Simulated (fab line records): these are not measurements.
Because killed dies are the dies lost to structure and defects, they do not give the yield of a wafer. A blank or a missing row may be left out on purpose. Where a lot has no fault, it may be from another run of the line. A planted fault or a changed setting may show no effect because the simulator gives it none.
Check of tool commonality | flow n5Finfet | Sample size 8 lots and 23 wafers

== WHY IT WAS OPENED ==
N5_BEOL_M4_RC_MEAS_101, reading VT_P_LVT: flagged on 3 of 8 lots. Wafers without a fault read -99 mV, standard deviation 3.7.
Rule: a lot is flagged in two cases, either no wafer of it has a number, or all its wafers with numbers fall more than 4 standard deviations from that mean. The other lots count as sound.

lot  | measured     | on        | VT_P_LVT (mV), wafer by wafer | flag
L573 | day 9 09:13  | prober-01 | -98 -101 -93                  | 
L575 | day 9 17:25  | prober-01 | -103 -103 -103                | 
L579 | day 10 19:25 | prober-01 | -101 -101                     | 
L585 | day 12 22:21 | prober-02 | -217 -210 -211                | FLAGGED
L586 | day 12 22:43 | prober-01 | -212 -212 -216                | FLAGGED
L587 | day 13 00:56 | prober-02 | -206 -206 -209                | FLAGGED
L591 | day 14 06:08 | prober-01 | -104 -102 -106                | 
L590 | day 14 07:43 | prober-02 | -95 -93 -96                   | 
The numbers of the flagged lots are -211 mV on average: -112 mV against the usual, or -30 standard deviations.

== EACH LOT AND THE TOOL IT RAN ON ==
The record holds 4 process steps before the reading, out of a route of 1938 steps. Cell contents, in order: the tool; ch with the chambers the sampled wafers went through; the start.
lot  | flag    | N5_HKMG_FIN_ETCH_55              | N5_HKMG_FIN_ALD_79                | N5_HKMG_FIN_ALD_36                | N5_HKMG_FIN_PWFM_ALD_03
L573 |         | rieDiel-01 ch 0,2,3, day 5 08:31 | aldMetal-02 ch 1,2,3, day 5 09:47 | aldMetal-04 ch 0,1,3, day 5 10:33 | aldMetal-02 ch 0,2,3, day 5 10:52
L575 |         | rieDiel-05 ch 1,2,3, day 5 18:27 | aldMetal-04 ch 0,3, day 5 19:44   | aldMetal-02 ch 0,2,3, day 5 20:43 | aldMetal-01 ch 2,3, day 5 21:02
L579 |         | rieDiel-05 ch 0,2, day 6 18:16   | aldMetal-02 ch 1,2, day 6 19:32   | aldMetal-04 ch 1,2, day 6 20:21   | aldMetal-02 ch 0,3, day 6 20:40
L585 | FLAGGED | rieDiel-05 ch 0,1,3, day 8 06:44 | aldMetal-02 ch 0,1, day 8 08:01   | aldMetal-04 ch 0,3, day 8 09:00   | aldMetal-01 ch 0,1, day 8 09:19
L586 | FLAGGED | rieDiel-01 ch 0,3, day 8 10:29   | aldMetal-04 ch 0,1,3, day 8 11:45 | aldMetal-02 ch 0,1,2, day 8 12:31 | aldMetal-04 ch 0,1, day 8 12:50
L587 | FLAGGED | rieDiel-03 ch 0,3, day 8 19:27   | aldMetal-02 ch 0,1,2, day 8 20:44 | aldMetal-01 ch 0,2,3, day 8 21:34 | aldMetal-02 ch 0,2, day 8 21:53
L591 |         | rieDiel-01 ch 1,2,3, day 9 20:32 | aldMetal-04 ch 0,1,3, day 9 21:49 | aldMetal-04 ch 0,2,3, day 9 22:42 | aldMetal-01 ch 0,1, day 9 23:01
L590 |         | rieDiel-05 ch 0,2,3, day 9 12:54 | aldMetal-04 ch 1,2,3, day 9 14:11 | aldMetal-02 ch 0,1,2, day 9 15:13 | aldMetal-02 ch 1,2,3, day 9 15:31
What these steps do:
- N5_HKMG_FIN_ETCH_55: etches SOC in N2/H2, target depth 240 nm, time 300 s.
- N5_HKMG_FIN_ALD_79: deposits TiN, target thk 1.5 nm, pulse time 1 s, purge time 3 s.
- N5_HKMG_FIN_ALD_36: deposits TiN, target thk 1 nm, pulse time 1 s, purge time 3 s.
- N5_HKMG_FIN_PWFM_ALD_03: deposits TiN, target thk 2 nm, pulse time 1 s, purge time 3 s.
- N5_BEOL_M4_RC_MEAS_101

== FLAGGED AGAINST TOTAL, ONE TOOL AT A TIME (gauges that did the reading follow at the end) ==
step                    | tool        | lots run | flagged | share of the flagged lots | sound lots run after its first flagged lot
N5_HKMG_FIN_ETCH_55     | rieDiel-01  | 3        | 1       | some                      | 1 (L591)
N5_HKMG_FIN_ETCH_55     | rieDiel-03  | 1        | 1       | some                      | 0
N5_HKMG_FIN_ETCH_55     | rieDiel-05  | 4        | 1       | some                      | 1 (L590)
N5_HKMG_FIN_ALD_79      | aldMetal-02 | 4        | 2       | some                      | 0
N5_HKMG_FIN_ALD_79      | aldMetal-04 | 4        | 1       | some                      | 2 (L590,L591)
N5_HKMG_FIN_ALD_36      | aldMetal-01 | 1        | 1       | some                      | 0
N5_HKMG_FIN_ALD_36      | aldMetal-02 | 3        | 1       | some                      | 1 (L590)
N5_HKMG_FIN_ALD_36      | aldMetal-04 | 4        | 1       | some                      | 1 (L591)
N5_HKMG_FIN_PWFM_ALD_03 | aldMetal-01 | 3        | 1       | some                      | 1 (L591)
N5_HKMG_FIN_PWFM_ALD_03 | aldMetal-02 | 4        | 1       | some                      | 1 (L590)
N5_HKMG_FIN_PWFM_ALD_03 | aldMetal-04 | 1        | 1       | some                      | 0
N5_BEOL_M4_RC_MEAS_101  | prober-01   | 5        | 1       | some                      | 1 (L591)
N5_BEOL_M4_RC_MEAS_101  | prober-02   | 3        | 2       | some                      | 1 (L590)

== WHAT THE TABLE PERMITS ==
No row of the table ran every flagged lot.

== WHAT THE SIMULATOR HAD INSERTED ==
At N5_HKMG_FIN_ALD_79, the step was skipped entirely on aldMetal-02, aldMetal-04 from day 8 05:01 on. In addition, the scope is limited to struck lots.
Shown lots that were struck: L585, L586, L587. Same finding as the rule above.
